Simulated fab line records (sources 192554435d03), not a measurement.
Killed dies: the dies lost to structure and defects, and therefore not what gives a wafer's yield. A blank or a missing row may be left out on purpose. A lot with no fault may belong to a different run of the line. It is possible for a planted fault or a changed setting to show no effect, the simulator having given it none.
Lot-split experiment    flow n5 finfet    39 wafers read across 7 lots, on a route 1938 steps long

== SPLIT DETAILS ==
At N5_BEOL_M0_SAQP_PECVD_96 (deposits a-Si from SiH4/He, target thk 45 nm, time 45.2 s), the setting time s was moved away from the recipe's 45.2 s on 18 of the 39 wafers read, by -55.4% to +57.7%. The other wafers ran this setting at the recipe's value.

== FROM THE SPLIT TO THE READING: what the file shows between them, 4 steps ==
- N5_BEOL_M0_SAQP_PECVD_97: deposits SiNx from SiH4/NH3/N2, target thk 23 nm, time 19.9 s
- N5_BEOL_M0_SAQP_PECVD_04: deposits a-Si from SiH4/He, target thk 60 nm, time 60.2 s
- N5_BEOL_M0_SAQP_ETCH_101: etches SiNx in CH3F/O2, target depth 29.9 nm, time 42.7 s
- N5_BEOL_M0_SAQP_ETCH_102: etches SiO2 in CF4, target depth 4 nm, time 4.4 s

== THE READING ==
oes product au, in a.u., at N5_BEOL_M0_SAQP_MANDREL_ETCH_103 (etches a-Si in HBr/Cl2, stops on SiCN, target depth 45 nm, bt time 10 s, time 27 s). Fault-free wafers of this fab line usually give 0.684 a.u., standard deviation 0.012 a.u.

wafer   tool, chamber at the split  time s as run, s  against the recipe  oes product au, a.u.  against lot-mates on the recipe
L078.1  pecvd-04, 2                 20.16             -55.4%              0.460                 -0.212
L078.2  pecvd-04, 0,2               20.16             -55.4%              0.474                 -0.198
L078.3  pecvd-04, 1                 45.2              recipe              0.676                 -
L078.4  pecvd-04, 1,0               45.2              recipe              0.670                 -
L078.5  pecvd-04, 1,0               45.2              recipe              0.671                 -
L078.6  pecvd-04, 0,2               20.16             -55.4%              0.462                 -0.210
L081.1  pecvd-03, 1                 71.29             +57.7%              0.897                 +0.214
L081.2  pecvd-03, 0                 45.2              recipe              0.671                 -
L081.3  pecvd-03, 2                 71.29             +57.7%              0.920                 +0.237
L081.4  pecvd-03, 2                 71.29             +57.7%              0.928                 +0.245
L081.5  pecvd-03, 1                 45.2              recipe              0.699                 -
L081.6  pecvd-03, 0                 45.2              recipe              0.680                 -
L088.3  pecvd-03, 1                 45.2              recipe              0.672                 -
L088.5  pecvd-03, 2                 45.2              recipe              0.688                 -
L088.6  pecvd-03, 1                 45.2              recipe              0.677                 -
L089.1  pecvd-04, 0                 45.2              recipe              0.662                 -
L089.2  pecvd-04, 2                 20.29             -55.1%              0.466                 -0.217
L089.3  pecvd-04, 1                 20.29             -55.1%              0.452                 -0.231
L089.4  pecvd-04, 2                 45.2              recipe              0.707                 -
L089.5  pecvd-04, 1                 45.2              recipe              0.680                 -
L089.6  pecvd-04, 0                 20.29             -55.1%              0.468                 -0.215
L090.1  pecvd-02, 2                 45.2              recipe              0.700                 -
L090.2  pecvd-02, 1                 26.77             -40.8%              0.538                 -0.153
L090.3  pecvd-02, 0                 26.77             -40.8%              0.506                 -0.185
L090.4  pecvd-02, 1                 26.77             -40.8%              0.524                 -0.167
L090.5  pecvd-02, 2                 45.2              recipe              0.687                 -
L090.6  pecvd-02, 0                 45.2              recipe              0.685                 -
L096.1  pecvd-03, 1                 45.2              recipe              0.676                 -
L096.2  pecvd-03, 0                 45.2              recipe              0.698                 -
L096.3  pecvd-03, 2                 70.28             +55.5%              0.901                 +0.209
L096.4  pecvd-03, 1                 45.2              recipe              0.702                 -
L096.5  pecvd-03, 2                 70.28             +55.5%              0.902                 +0.210
L096.6  pecvd-03, 0                 70.28             +55.5%              0.895                 +0.203
L097.1  pecvd-02, 1                 67.64             +49.6%              0.881                 +0.191
L097.2  pecvd-02, 2                 45.2              recipe              0.677                 -
L097.3  pecvd-02, 0                 45.2              recipe              0.700                 -
L097.4  pecvd-02, 1                 67.64             +49.6%              0.880                 +0.190
L097.5  pecvd-02, 2                 45.2              recipe              0.693                 -
L097.6  pecvd-02, 0                 67.64             +49.6%              0.878                 +0.188
When a row names more than one chamber, that row covers several wafers, and the file does not tell which wafer ran in which chamber.

THE FIT
A straight line over all 39 wafers: oes product au changes by +0.00396 a.u. for each +1% of time s; r = +1.00; the points scatter about the line by 0.011 a.u.
The same after taking each lot's own level away (the mean of its wafers on the recipe; 39 wafers): +0.00389 a.u. for each +1%; r = +1.00; scatter 0.011 a.u.
That fit puts the effect of the largest move of time s on the reading at 0.22 a.u.
From 0.6723 to 0.6920 a.u.: that is the span of the lots' own levels, equal to 1.6 times the standard deviation above.
So the lot-to-lot level changes the slope little: the two slopes agree.
Check: for one of the wafers moved furthest among these (+57.7%), held out of the fit, the line's prediction against its lot-mates is +0.225 a.u. It came out at +0.214 a.u. against them.

== THE OTHER SPLITS THESE WAFERS WENT THROUGH ==
These wafers also went through other splits before the reading. Each is held against what the fit with the lots' levels taken away leaves over:
other split on the same wafers           wafers away from the commonest value  r with oes product au (lot level and that fit taken away)
N5_ZERO_LAYER_DEVELOP_10 develop time s  12                                    +0.20
N5_FIN_SAQP_HM_DEP_03 target thk a       15                                    -0.20
N5_SD_EPI_P_ETCHBACK_46 target depth a   9                                     -0.13

== THE WHOLE CHAIN: every reading that the file lists as answering this split, in the file's order ==
step                              what it does                                                                        reading                                                                                change (the file's fit)                   r (the file's)
N5_BEOL_M0_SAQP_PECVD_96          deposits a-Si from SiH4/He, target thk 45 nm, time 45.2 s                           a-Si_of_BEOL_M0_SAQP_PECVD_96.thk nm (the simulator's own value, which no gauge read)  +0.456 nm for each +1% of the setting     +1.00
N5_BEOL_M0_SAQP_MANDREL_ETCH_103  etches a-Si in HBr/Cl2, stops on SiCN, target depth 45 nm, bt time 10 s, time 27 s  oes product au                                                                         +0.0039 a.u. for each +1% of the setting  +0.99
N5_BEOL_M0_SAQP_MANDREL_ETCH_103  etches a-Si in HBr/Cl2, stops on SiCN, target depth 45 nm, bt time 10 s, time 27 s  etch.depth nm (the simulator's own value, which no gauge read)                         +0.457 nm for each +1% of the setting     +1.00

== FILE'S OWN FIT ==
oes product au changes by +0.0039 a.u. for each +1% of time s, r = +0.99.
